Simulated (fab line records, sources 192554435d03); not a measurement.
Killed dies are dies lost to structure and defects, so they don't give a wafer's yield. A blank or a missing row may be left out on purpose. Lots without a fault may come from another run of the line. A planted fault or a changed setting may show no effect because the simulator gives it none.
Chamber matching | flow n5_finfet | N5_BEOL_M9_STRIP_67 on rie_diel-03: 4 sister chambers
The step strips in CF4. 4 wafers are shown with their chamber, then 9 later ones without.

WAFERS WITH THEIR CHAMBER
wafer  | chamber | drypump_motor_current_A (A)
L078.6 | 0       | 6.1
L080.4 | 2       | 5.0
L083.5 | 1       | 6.3
L083.6 | 3       | 5.7

WAFERS WITHOUT THEIR CHAMBER
wafer  | drypump_motor_current_A (A)
L085.1 | 5.1
L085.3 | 6.3
L085.4 | 5.1
L087.1 | 6.0
L087.4 | 6.3
L087.5 | 6.0
L090.2 | 5.0
L090.4 | 6.3
L090.5 | 6.3

WHICH CHAMBER EACH WENT THROUGH
wafer  | from the rows above | in truth
L085.1 | 2                   | 2
L085.3 | 1                   | 1
L085.4 | 2                   | 2
L087.1 | 0                   | 0
L087.4 | 1                   | 1
L087.5 | 0                   | 0
L090.2 | 2                   | 2
L090.4 | 1                   | 1
L090.5 | 1                   | 1
Placed correctly: 9 of 9. Can't be placed from these rows: 0. Placed wrongly: 0.
How it was worked out, from the rows above alone: a wafer's distance from a chamber is the root of the sum, over the readings, of the square of ((its reading less the chamber's mean) divided by the reading's scatter). The wafer belongs to the nearest chamber; if the next one is less than 2 further off, it can't be placed. A chamber's mean is the mean of its shown wafers. The scatter: with one shown wafer a chamber, the root of the mean of the squares of how far each hidden wafer lies from its nearest shown one.
